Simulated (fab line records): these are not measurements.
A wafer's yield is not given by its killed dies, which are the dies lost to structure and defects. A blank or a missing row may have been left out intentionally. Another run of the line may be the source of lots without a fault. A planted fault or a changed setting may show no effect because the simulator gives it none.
Chamber matching | flow nandHarc | NHARC_A_STAIRCASE_TRIM_220 on rieDiel-13 has 4 sister chambers
The step chemistry O2, time 211.2 s. 4 wafers are shown with their chamber, then 9 later ones without.

## WAFERS WITH THEIR CHAMBER
wafer  | chamber | showerheadPlenumPTorr (Torr)
L083.3 | 2       | 3.37
L083.6 | 1       | 3.48
L085.5 | 0       | 3.35
L085.6 | 3       | 3.65

## WAFERS WITH NO CHAMBER GIVEN
wafer  | showerheadPlenumPTorr (Torr)
L087.2 | 3.36
L087.3 | 3.64
L087.4 | 3.34
L088.3 | 3.35
L088.4 | 3.34
L088.6 | 3.47
L090.4 | 3.34
L090.5 | 3.47
L090.6 | 3.35

## WHICH CHAMBER EACH WENT THROUGH
wafer  | from the rows above     | in truth
L087.2 | can't be placed: 0 or 2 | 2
L087.3 | 3                       | 3
L087.4 | 0                       | 0
L088.3 | 0                       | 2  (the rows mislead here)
L088.4 | 0                       | 0
L088.6 | 1                       | 1
L090.4 | 0                       | 0
L090.5 | 1                       | 1
L090.6 | 0                       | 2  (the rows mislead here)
6 of 9 placed correctly. Can't be placed from these rows: 1 (the true chamber is among the candidates in 1). 2 placed wrongly.
How it was worked out, from the rows above alone: a wafer's distance from a chamber is the root of the sum, over the readings, of the square of ((its reading less the chamber's mean) divided by the reading's scatter). If the next closest chamber is less than 2 further off than the closest, the wafer can't be placed; otherwise it belongs to the closest. Each chamber's mean is taken over the wafers shown for it. The scatter: with one shown wafer a chamber, the root of the mean of the squares of how far each hidden wafer lies from its nearest shown one.
